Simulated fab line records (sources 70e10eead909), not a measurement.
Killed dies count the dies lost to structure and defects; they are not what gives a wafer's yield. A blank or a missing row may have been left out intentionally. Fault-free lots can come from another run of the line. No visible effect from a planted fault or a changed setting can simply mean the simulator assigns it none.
Which tool is to blame? / flow nand-harc / 66 wafers from 22 lots sampled at 3 of the route's 1302 steps

WHAT EACH GAUGE READ, for each wafer
NHARC_A_CHANNEL_FILL_D1_INSPECT_13. Usual: 332 for raw-defect-count, sd 140.
lot=L074; measured=day 11 04:48; on=defect-inspect-02; raw-defect-count=280 304 350; flag=
lot=L075; measured=day 11 00:50; on=defect-inspect-02; raw-defect-count=298 304 310; flag=
lot=L076; measured=day 12 01:11; on=defect-inspect-01; raw-defect-count=299 330 261; flag=
lot=L077; measured=day 12 01:11; on=defect-inspect-02; raw-defect-count=577 295 797; flag=
lot=L078; measured=day 12 07:55; on=defect-inspect-02; raw-defect-count=394 586 790; flag=
lot=L080; measured=day 12 22:45; on=defect-inspect-02; raw-defect-count=222 206 345; flag=
lot=L079; measured=day 12 22:46; on=defect-inspect-01; raw-defect-count=280 115 129; flag=
lot=L081; measured=day 13 18:14; on=defect-inspect-02; raw-defect-count=388 343 434; flag=
lot=L082; measured=day 14 07:56; on=defect-inspect-02; raw-defect-count=405 373 271; flag=
lot=L083; measured=day 14 23:19; on=defect-inspect-02; raw-defect-count=282 446 362; flag=
lot=L084; measured=day 15 04:05; on=defect-inspect-02; raw-defect-count=315 153 385; flag=
lot=L086; measured=day 15 15:37; on=defect-inspect-02; raw-defect-count=473 433 375; flag=
lot=L085; measured=day 15 15:37; on=defect-inspect-01; raw-defect-count=321 297 474; flag=
lot=L087; measured=day 17 00:58; on=defect-inspect-02; raw-defect-count=371 255 244; flag=
lot=L089; measured=day 17 07:16; on=defect-inspect-01; raw-defect-count=381 206 274; flag=
lot=L088; measured=day 17 07:16; on=defect-inspect-02; raw-defect-count=279 318 212; flag=
lot=L090; measured=day 17 20:31; on=defect-inspect-02; raw-defect-count=485 363 164; flag=
lot=L091; measured=day 18 04:15; on=defect-inspect-02; raw-defect-count=106 256 216; flag=
lot=L092; measured=day 18 04:15; on=defect-inspect-01; raw-defect-count=472 489 229; flag=
lot=L093; measured=day 18 11:29; on=defect-inspect-01; raw-defect-count=637 377 249; flag=
lot=L095; measured=day 20 01:58; on=defect-inspect-02; raw-defect-count=278 253 492; flag=
lot=L096; measured=day 20 08:28; on=defect-inspect-02; raw-defect-count=292 189 284; flag=

NHARC_A_CHANNEL_HOLE_D2_INSPECT_12. Usual: 33 for raw-defect-count, sd 24.
lot=L074; measured=day 13 04:46; on=defect-inspect-01; raw-defect-count=6 0 6; flag=
lot=L075; measured=day 13 04:37; on=defect-inspect-02; raw-defect-count=75 45 45; flag=
lot=L076; measured=day 14 07:17; on=defect-inspect-02; raw-defect-count=58 65 57; flag=
lot=L077; measured=day 14 07:29; on=defect-inspect-01; raw-defect-count=61 53 64; flag=
lot=L078; measured=day 14 12:55; on=defect-inspect-02; raw-defect-count=8 7 8; flag=
lot=L080; measured=day 15 02:51; on=defect-inspect-02; raw-defect-count=56 57 62; flag=
lot=L079; measured=day 15 02:32; on=defect-inspect-01; raw-defect-count=13 8 8; flag=
lot=L081; measured=day 15 21:14; on=defect-inspect-02; raw-defect-count=55 57 68; flag=
lot=L082; measured=day 16 12:32; on=defect-inspect-02; raw-defect-count=58 63 71; flag=
lot=L083; measured=day 17 04:42; on=defect-inspect-01; raw-defect-count=62 56 63; flag=
lot=L084; measured=day 17 05:38; on=defect-inspect-02; raw-defect-count=11 12 12; flag=
lot=L086; measured=day 18 02:39; on=defect-inspect-01; raw-defect-count=52 61 51; flag=
lot=L085; measured=day 18 02:20; on=defect-inspect-02; raw-defect-count=10 8 12; flag=
lot=L087; measured=day 19 03:29; on=defect-inspect-02; raw-defect-count=62 52 65; flag=
lot=L089; measured=day 19 13:06; on=defect-inspect-01; raw-defect-count=68 53 47; flag=
lot=L088; measured=day 19 11:28; on=defect-inspect-02; raw-defect-count=21 14 18; flag=
lot=L090; measured=day 20 02:53; on=defect-inspect-02; raw-defect-count=19 18 23; flag=
lot=L091; measured=day 20 09:52; on=defect-inspect-02; raw-defect-count=16 12 14; flag=
lot=L092; measured=day 20 10:13; on=defect-inspect-01; raw-defect-count=56 58 51; flag=
lot=L093; measured=day 20 10:43; on=defect-inspect-02; raw-defect-count=23 24 16; flag=
lot=L095; measured=day 22 08:05; on=defect-inspect-01; raw-defect-count=29 20 31; flag=
lot=L096; measured=day 22 20:44; on=defect-inspect-02; raw-defect-count=1 6 1; flag=

EACH LOT AND THE TOOL THAT RAN IT (in order: tool; ch and the chambers of the sampled wafers; start)
lot=L074; NHARC_A_CHANNEL_FILL_D1_STRIP_28=rie-diel-07 ch 2,3, day 10 01:06
lot=L075; NHARC_A_CHANNEL_FILL_D1_STRIP_28=rie-diel-01 ch 0,1,2, day 10 01:06
lot=L076; NHARC_A_CHANNEL_FILL_D1_STRIP_28=rie-diel-08 ch 1,2, day 10 21:13
lot=L077; NHARC_A_CHANNEL_FILL_D1_STRIP_28=rie-diel-07 ch 0,1,3, day 11 00:59
lot=L078; NHARC_A_CHANNEL_FILL_D1_STRIP_28=rie-diel-07 ch 0,2, day 11 08:07
lot=L080; NHARC_A_CHANNEL_FILL_D1_STRIP_28=rie-diel-01 ch 0,2,3, day 11 23:15
lot=L079; NHARC_A_CHANNEL_FILL_D1_STRIP_28=rie-diel-07 ch 0,2,3, day 11 23:16
lot=L081; NHARC_A_CHANNEL_FILL_D1_STRIP_28=rie-diel-07 ch 0,1, day 12 18:45
lot=L082; NHARC_A_CHANNEL_FILL_D1_STRIP_28=rie-diel-08 ch 1,2,3, day 13 06:52
lot=L083; NHARC_A_CHANNEL_FILL_D1_STRIP_28=rie-diel-07 ch 2,3, day 13 15:53
lot=L084; NHARC_A_CHANNEL_FILL_D1_STRIP_28=rie-diel-08 ch 0,2, day 13 23:29
lot=L086; NHARC_A_CHANNEL_FILL_D1_STRIP_28=rie-diel-01 ch 0,1,3, day 14 16:10
lot=L085; NHARC_A_CHANNEL_FILL_D1_STRIP_28=rie-diel-08 ch 0,1,3, day 14 16:10
lot=L087; NHARC_A_CHANNEL_FILL_D1_STRIP_28=rie-diel-07 ch 1,2,3, day 15 23:32
lot=L089; NHARC_A_CHANNEL_FILL_D1_STRIP_28=rie-diel-01 ch 0,1,3, day 16 07:37
lot=L088; NHARC_A_CHANNEL_FILL_D1_STRIP_28=rie-diel-07 ch 0,1,2, day 16 07:37
lot=L090; NHARC_A_CHANNEL_FILL_D1_STRIP_28=rie-diel-07 ch 1,2, day 16 19:00
lot=L091; NHARC_A_CHANNEL_FILL_D1_STRIP_28=rie-diel-07 ch 1,2,3, day 17 04:34
lot=L092; NHARC_A_CHANNEL_FILL_D1_STRIP_28=rie-diel-08 ch 2,3, day 17 04:37
lot=L093; NHARC_A_CHANNEL_FILL_D1_STRIP_28=rie-diel-01 ch 0,2, day 17 11:38
lot=L095; NHARC_A_CHANNEL_FILL_D1_STRIP_28=rie-diel-07 ch 0,3, day 18 23:44
lot=L096; NHARC_A_CHANNEL_FILL_D1_STRIP_28=rie-diel-07 ch 1,2, day 19 06:41
- NHARC_A_CHANNEL_FILL_D1_STRIP_28: strips in O2, time 20 s.

WHAT THE TOOLS THEMSELVES READ (means of the sampled wafers that have a number; where no wafer has one, the mark that the record gives instead)
NHARC_A_CHANNEL_FILL_D1_STRIP_28. Usual: drypump-motor-current-A 5.9 A, standard deviation 0.46; o2-flow-sccm 500.1 sccm, standard deviation 1.4; oes-product-au 1.001 a.u., standard deviation 0.011; rf-vpp-V 57.8 V, standard deviation 0.84; showerhead-plenum-p-Torr 3.53 Torr, standard deviation 0.15; throttle-valve-pct 17.035 %, standard deviation 0.0086.
lot=L074; tool=rie-diel-07; drypump-motor-current-A (A)=5.9; o2-flow-sccm (sccm)=500.5; oes-product-au (a.u.)=1.001; rf-vpp-V (V)=57.5; showerhead-plenum-p-Torr (Torr)=3.39; throttle-valve-pct (%)=17.038; flag=
lot=L075; tool=rie-diel-01; drypump-motor-current-A (A)=5.9; o2-flow-sccm (sccm)=499.9; oes-product-au (a.u.)=0.997; rf-vpp-V (V)=57.8; showerhead-plenum-p-Torr (Torr)=3.55; throttle-valve-pct (%)=17.040; flag=
lot=L076; tool=rie-diel-08; drypump-motor-current-A (A)=6.2; o2-flow-sccm (sccm)=500.2; oes-product-au (a.u.)=1.009; rf-vpp-V (V)=58.6; showerhead-plenum-p-Torr (Torr)=3.63; throttle-valve-pct (%)=17.044; flag=
lot=L077; tool=rie-diel-07; drypump-motor-current-A (A)=5.8; o2-flow-sccm (sccm)=500.4; oes-product-au (a.u.)=1.015; rf-vpp-V (V)=57.7; showerhead-plenum-p-Torr (Torr)=3.49; throttle-valve-pct (%)=17.034; flag=
lot=L078; tool=rie-diel-07; drypump-motor-current-A (A)=5.9; o2-flow-sccm (sccm)=501.0; oes-product-au (a.u.)=1.012; rf-vpp-V (V)=58.3; showerhead-plenum-p-Torr (Torr)=3.67; throttle-valve-pct (%)=17.038; flag=
lot=L080; tool=rie-diel-01; drypump-motor-current-A (A)=5.9; o2-flow-sccm (sccm)=500.4; oes-product-au (a.u.)=1.001; rf-vpp-V (V)=57.3; showerhead-plenum-p-Torr (Torr)=3.58; throttle-valve-pct (%)=17.042; flag=
lot=L079; tool=rie-diel-07; drypump-motor-current-A (A)=5.9; o2-flow-sccm (sccm)=499.6; oes-product-au (a.u.)=1.014; rf-vpp-V (V)=58.1; showerhead-plenum-p-Torr (Torr)=3.53; throttle-valve-pct (%)=17.044; flag=
lot=L081; tool=rie-diel-07; drypump-motor-current-A (A)=6.0; o2-flow-sccm (sccm)=499.9; oes-product-au (a.u.)=1.019; rf-vpp-V (V)=57.5; showerhead-plenum-p-Torr (Torr)=3.50; throttle-valve-pct (%)=17.029; flag=
lot=L082; tool=rie-diel-08; drypump-motor-current-A (A)=5.7; o2-flow-sccm (sccm)=499.9; oes-product-au (a.u.)=0.998; rf-vpp-V (V)=58.1; showerhead-plenum-p-Torr (Torr)=3.59; throttle-valve-pct (%)=17.042; flag=
lot=L083; tool=rie-diel-07; drypump-motor-current-A (A)=6.2; o2-flow-sccm (sccm)=500.6; oes-product-au (a.u.)=0.994; rf-vpp-V (V)=57.0; showerhead-plenum-p-Torr (Torr)=3.44; throttle-valve-pct (%)=17.038; flag=
lot=L084; tool=rie-diel-08; drypump-motor-current-A (A)=5.5; o2-flow-sccm (sccm)=498.6; oes-product-au (a.u.)=0.988; rf-vpp-V (V)=58.1; showerhead-plenum-p-Torr (Torr)=3.52; throttle-valve-pct (%)=17.044; flag=
lot=L086; tool=rie-diel-01; drypump-motor-current-A (A)=6.1; o2-flow-sccm (sccm)=500.5; oes-product-au (a.u.)=0.996; rf-vpp-V (V)=58.7; showerhead-plenum-p-Torr (Torr)=3.68; throttle-valve-pct (%)=17.027; flag=
lot=L085; tool=rie-diel-08; drypump-motor-current-A (A)=5.3; o2-flow-sccm (sccm)=499.3; oes-product-au (a.u.)=0.990; rf-vpp-V (V)=58.6; showerhead-plenum-p-Torr (Torr)=3.49; throttle-valve-pct (%)=17.038; flag=
lot=L087; tool=rie-diel-07; drypump-motor-current-A (A)=6.1; o2-flow-sccm (sccm)=500.3; oes-product-au (a.u.)=1.002; rf-vpp-V (V)=57.7; showerhead-plenum-p-Torr (Torr)=3.40; throttle-valve-pct (%)=17.032; flag=
lot=L089; tool=rie-diel-01; drypump-motor-current-A (A)=6.2; o2-flow-sccm (sccm)=498.1; oes-product-au (a.u.)=0.998; rf-vpp-V (V)=57.9; showerhead-plenum-p-Torr (Torr)=3.68; throttle-valve-pct (%)=17.037; flag=
lot=L088; tool=rie-diel-07; drypump-motor-current-A (A)=6.1; o2-flow-sccm (sccm)=497.9; oes-product-au (a.u.)=0.999; rf-vpp-V (V)=58.3; showerhead-plenum-p-Torr (Torr)=3.54; throttle-valve-pct (%)=17.039; flag=
lot=L090; tool=rie-diel-07; drypump-motor-current-A (A)=6.3; o2-flow-sccm (sccm)=500.4; oes-product-au (a.u.)=0.994; rf-vpp-V (V)=57.2; showerhead-plenum-p-Torr (Torr)=3.42; throttle-valve-pct (%)=17.033; flag=
lot=L091; tool=rie-diel-07; drypump-motor-current-A (A)=6.1; o2-flow-sccm (sccm)=500.0; oes-product-au (a.u.)=1.004; rf-vpp-V (V)=57.5; showerhead-plenum-p-Torr (Torr)=3.40; throttle-valve-pct (%)=17.036; flag=
lot=L092; tool=rie-diel-08; drypump-motor-current-A (A)=5.9; o2-flow-sccm (sccm)=500.2; oes-product-au (a.u.)=1.018; rf-vpp-V (V)=58.2; showerhead-plenum-p-Torr (Torr)=3.66; throttle-valve-pct (%)=17.033; flag=
lot=L093; tool=rie-diel-01; drypump-motor-current-A (A)=6.0; o2-flow-sccm (sccm)=501.2; oes-product-au (a.u.)=0.994; rf-vpp-V (V)=57.6; showerhead-plenum-p-Torr (Torr)=3.55; throttle-valve-pct (%)=17.032; flag=
lot=L095; tool=rie-diel-07; drypump-motor-current-A (A)=5.6; o2-flow-sccm (sccm)=499.6; oes-product-au (a.u.)=0.995; rf-vpp-V (V)=57.8; showerhead-plenum-p-Torr (Torr)=3.47; throttle-valve-pct (%)=17.037; flag=
lot=L096; tool=rie-diel-07; drypump-motor-current-A (A)=6.4; o2-flow-sccm (sccm)=499.9; oes-product-au (a.u.)=0.998; rf-vpp-V (V)=56.8; showerhead-plenum-p-Torr (Torr)=3.46; throttle-valve-pct (%)=17.026; flag=

THE ANSWER, worked out from the rows above alone
Rule: take the mean of a lot's wafers that have a number; if it is more than 3 standard deviations from the usual mean, the lot is off. Also off: a lot with no number at a reading for which 4 or more lots have one. Any other lot the step has rows for is counted as sound. Order of review: gauges by route order, followed by the tools' own readings, for which a lot's mean as printed above is used. At the first step where some lot is off, the reading lying furthest off is the one used; lots without a number count as furthest.
No lot is off at any reading shown: from this, nothing can be told.

WHAT THE SIMULATOR HAD PUT IN
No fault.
